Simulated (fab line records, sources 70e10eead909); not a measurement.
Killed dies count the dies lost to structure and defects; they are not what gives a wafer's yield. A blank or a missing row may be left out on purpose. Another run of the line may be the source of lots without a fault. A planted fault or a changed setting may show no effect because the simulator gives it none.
Matching of chambers    flow nand-harc    pecvd-01 running NHARC_THIN_TSV_DEP_43: 3 sister chambers
The step deposits SiO2, target thk 1328.5 nm. 3 wafers are shown with their chamber, then 7 later ones without.

WAFERS WITH THEIR CHAMBER
wafer   chamber  showerhead-vpp-V (V)
L486.2  0        1751
L487.4  1        1837
L487.5  2        1943

WAFERS WITH NO CHAMBER GIVEN
wafer   showerhead-vpp-V (V)
L487.6  1738
L498.1  1757
L498.3  1864
L498.4  1754
L497.2  1861
L497.3  1699
L497.6  1742

THE CHAMBER EACH PASSED THROUGH
wafer   from the rows above  in truth
L487.6  0                    0
L498.1  0                    0
L498.3  1                    1
L498.4  0                    0
L497.2  1                    1
L497.3  0                    0
L497.6  0                    0
7 of 7 placed correctly. Can't be placed from these rows: 0. Number placed wrongly: 0.
How it was worked out, from the rows above alone: a wafer's distance from a chamber is the root of the sum, over the readings, of the square of ((its reading less the chamber's mean) divided by the reading's scatter). If the next closest chamber is less than 2 further off than the closest, the wafer can't be placed; otherwise it belongs to the closest. A chamber's mean is the mean of its shown wafers. The scatter: root of mean squared gap, hidden wafer to nearest shown wafer, with one shown wafer a chamber.
